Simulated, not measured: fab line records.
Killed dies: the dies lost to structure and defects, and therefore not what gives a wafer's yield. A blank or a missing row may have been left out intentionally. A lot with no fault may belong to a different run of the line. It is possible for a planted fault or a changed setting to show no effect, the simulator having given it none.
Matching of chambers / flow n5 finfet / rie diel-05 running N5_BEOL_M6_STRIP_19: 4 sister chambers
The step strips in O2. 20 wafers are shown with their chamber, then 10 later ones without.

## WAFERS PAIRED WITH THEIR CHAMBERS
wafer=L077.1; chamber=0; drypump motor current A (A)=5.3; showerhead plenum p Torr (Torr)=2.17; oes product au (a.u.)=0.66
wafer=L077.3; chamber=1; drypump motor current A (A)=6.0; showerhead plenum p Torr (Torr)=2.05; oes product au (a.u.)=0.82
wafer=L077.6; chamber=3; drypump motor current A (A)=6.7; showerhead plenum p Torr (Torr)=1.98; oes product au (a.u.)=0.72
wafer=L080.3; chamber=1; drypump motor current A (A)=6.0; showerhead plenum p Torr (Torr)=2.05; oes product au (a.u.)=0.82
wafer=L080.4; chamber=3; drypump motor current A (A)=6.7; showerhead plenum p Torr (Torr)=1.98; oes product au (a.u.)=0.71
wafer=L080.5; chamber=3; drypump motor current A (A)=6.7; showerhead plenum p Torr (Torr)=1.98; oes product au (a.u.)=0.71
wafer=L078.1; chamber=3; drypump motor current A (A)=6.7; showerhead plenum p Torr (Torr)=1.98; oes product au (a.u.)=0.71
wafer=L078.2; chamber=1; drypump motor current A (A)=5.9; showerhead plenum p Torr (Torr)=2.05; oes product au (a.u.)=0.82
wafer=L078.6; chamber=0; drypump motor current A (A)=5.2; showerhead plenum p Torr (Torr)=2.17; oes product au (a.u.)=0.66
wafer=L081.1; chamber=0; drypump motor current A (A)=5.3; showerhead plenum p Torr (Torr)=2.16; oes product au (a.u.)=0.67
wafer=L081.2; chamber=1; drypump motor current A (A)=6.0; showerhead plenum p Torr (Torr)=2.05; oes product au (a.u.)=0.81
wafer=L081.5; chamber=1; drypump motor current A (A)=6.0; showerhead plenum p Torr (Torr)=2.04; oes product au (a.u.)=0.81
wafer=L082.2; chamber=1; drypump motor current A (A)=6.0; showerhead plenum p Torr (Torr)=2.04; oes product au (a.u.)=0.80
wafer=L082.5; chamber=1; drypump motor current A (A)=6.0; showerhead plenum p Torr (Torr)=2.04; oes product au (a.u.)=0.81
wafer=L082.6; chamber=3; drypump motor current A (A)=6.7; showerhead plenum p Torr (Torr)=1.97; oes product au (a.u.)=0.71
wafer=L092.2; chamber=3; drypump motor current A (A)=6.7; showerhead plenum p Torr (Torr)=1.97; oes product au (a.u.)=0.69
wafer=L092.4; chamber=0; drypump motor current A (A)=5.2; showerhead plenum p Torr (Torr)=2.16; oes product au (a.u.)=1.00
wafer=L092.5; chamber=2; drypump motor current A (A)=5.6; showerhead plenum p Torr (Torr)=2.10; oes product au (a.u.)=0.76
wafer=L091.2; chamber=1; drypump motor current A (A)=5.9; showerhead plenum p Torr (Torr)=2.04; oes product au (a.u.)=0.79
wafer=L091.4; chamber=3; drypump motor current A (A)=6.7; showerhead plenum p Torr (Torr)=1.97; oes product au (a.u.)=0.70

SIGNATURES (means of the wafers above)
reading=drypump motor current A; chamber 0=5.250; chamber 1=5.975; chamber 2=5.600; chamber 3=6.700; scatter within a chamber=0.0395
reading=showerhead plenum p Torr; chamber 0=2.1650; chamber 1=2.0450; chamber 2=2.1000; chamber 3=1.9757; scatter within a chamber=0.00543
reading=oes product au; chamber 0=0.7475; chamber 1=0.8100; chamber 2=0.7600; chamber 3=0.7071; scatter within a chamber=0.0735
Rule: for a wafer and a chamber, the distance is found by dividing, reading by reading, the gap between the wafer's reading and the chamber's mean by the reading's scatter, squaring, summing and taking the root. If the next closest chamber is less than 2 further off than the closest, the wafer can't be placed; otherwise it belongs to the closest. How the scatter is found: for the shown wafers, subtract from each reading the mean of its chamber, square and add these, divide the total by (wafers less chambers), then take the root.

## WAFERS WITH NO CHAMBER GIVEN
wafer=L091.6; drypump motor current A (A)=5.9; showerhead plenum p Torr (Torr)=2.04; oes product au (a.u.)=0.79
wafer=L095.1; drypump motor current A (A)=5.6; showerhead plenum p Torr (Torr)=2.10; oes product au (a.u.)=0.75
wafer=L095.2; drypump motor current A (A)=5.9; showerhead plenum p Torr (Torr)=2.04; oes product au (a.u.)=0.79
wafer=L095.3; drypump motor current A (A)=5.3; showerhead plenum p Torr (Torr)=2.16; oes product au (a.u.)=0.96
wafer=L095.4; drypump motor current A (A)=6.7; showerhead plenum p Torr (Torr)=1.96; oes product au (a.u.)=0.69
wafer=L095.5; drypump motor current A (A)=5.9; showerhead plenum p Torr (Torr)=2.04; oes product au (a.u.)=0.79
wafer=L095.6; drypump motor current A (A)=5.3; showerhead plenum p Torr (Torr)=2.16; oes product au (a.u.)=0.96
wafer=L096.2; drypump motor current A (A)=5.6; showerhead plenum p Torr (Torr)=2.10; oes product au (a.u.)=0.75
wafer=L096.3; drypump motor current A (A)=5.3; showerhead plenum p Torr (Torr)=2.15; oes product au (a.u.)=0.93
wafer=L096.5; drypump motor current A (A)=6.0; showerhead plenum p Torr (Torr)=2.03; oes product au (a.u.)=0.78

## WHICH CHAMBER EACH WENT THROUGH
wafer=L091.6; from the rows above=1; in truth=1
wafer=L095.1; from the rows above=2; in truth=2
wafer=L095.2; from the rows above=1; in truth=1
wafer=L095.3; from the rows above=0; in truth=0
wafer=L095.4; from the rows above=3; in truth=3
wafer=L095.5; from the rows above=1; in truth=1
wafer=L095.6; from the rows above=0; in truth=0
wafer=L096.2; from the rows above=2; in truth=2
wafer=L096.3; from the rows above=0; in truth=0
wafer=L096.5; from the rows above=1; in truth=1
Correctly placed: 10 of 10. Can't be placed from these rows: 0. Wrongly placed: 0.
